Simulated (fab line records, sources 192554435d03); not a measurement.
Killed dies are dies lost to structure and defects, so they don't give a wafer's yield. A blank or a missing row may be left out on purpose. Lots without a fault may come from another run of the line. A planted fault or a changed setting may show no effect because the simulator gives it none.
Which tool did it? | flow n5_finfet | 23 lots, 69 wafers sampled, at 1 step of a route of 1938

WHAT THE GAUGES READ, wafer by wafer
N5_WELL_APT_INSPECT_27: inspects for defects (macro).
lot  | measured    | on                | raw_defect_count
L074 | day 1 15:10 | defect_inspect-01 | 2 1 2
L075 | day 1 21:10 | defect_inspect-01 | 1 2 2
L076 | day 2 03:07 | defect_inspect-02 | 1 4 1
L077 | day 2 09:07 | defect_inspect-02 | 1 2 3
L078 | day 2 15:18 | defect_inspect-01 | 2 3 4
L079 | day 2 20:57 | defect_inspect-01 | 4 2 0
L080 | day 3 02:53 | defect_inspect-01 | 2 2 2
L081 | day 3 09:01 | defect_inspect-01 | 1 7 3
L082 | day 3 15:28 | defect_inspect-01 | 3 3 0
L083 | day 3 21:05 | defect_inspect-02 | 1 3 3
L084 | day 4 03:07 | defect_inspect-01 | 3 1 2
L085 | day 4 09:03 | defect_inspect-02 | 1 0 0
L087 | day 4 21:26 | defect_inspect-01 | 0 5 1
L088 | day 5 02:55 | defect_inspect-02 | 1 3 0
L089 | day 5 09:08 | defect_inspect-01 | 2 2 0
L090 | day 5 15:01 | defect_inspect-01 | 3 1 3
L091 | day 5 21:22 | defect_inspect-02 | 2 2 1
L092 | day 6 02:47 | defect_inspect-02 | 3 0 3
L093 | day 6 08:59 | defect_inspect-02 | 1 6 1
L094 | day 6 14:44 | defect_inspect-01 | 2 0 3
L095 | day 6 21:20 | defect_inspect-01 | 2 3 3
L096 | day 7 03:08 | defect_inspect-02 | 3 4 2
L097 | day 7 09:06 | defect_inspect-02 | 1 3 1

WHICH TOOL RAN EACH LOT (tool, then ch and the chambers of the sampled wafers, then the start)
The record holds no process step before these readings.

WHAT THE TOOLS THEMSELVES READ (means of the sampled wafers that have a number; where no wafer has one, the mark that the record gives instead)
The record holds no such reading with a usual standard deviation.

THE ANSWER, worked out from the rows above alone
Rule: what is usual is taken from the lots themselves. Put in order of their means at a reading, lots are off if they are a third of the lots or fewer, leave a main group of 4 or more, and stand apart from it by a gap of 3 or more times the standard deviation of the main group's means; of several such gaps the widest counts. A main group whose means are all the same, to the digits that the tables above print for the reading, isn't used. A lot without any number at a reading at which 4 lots or more have one is off too. The other lots that the step has rows for count as sound. The gauges are gone through in route order, then the tools' own readings, and for those a lot's mean is taken as printed above. The first step at which some lot is off is used, and at that step the reading that is off furthest; a lot without a number counts as furthest.
No lot is off at any reading shown: from this, nothing can be told.

WHAT THE SIMULATOR HAD PUT IN
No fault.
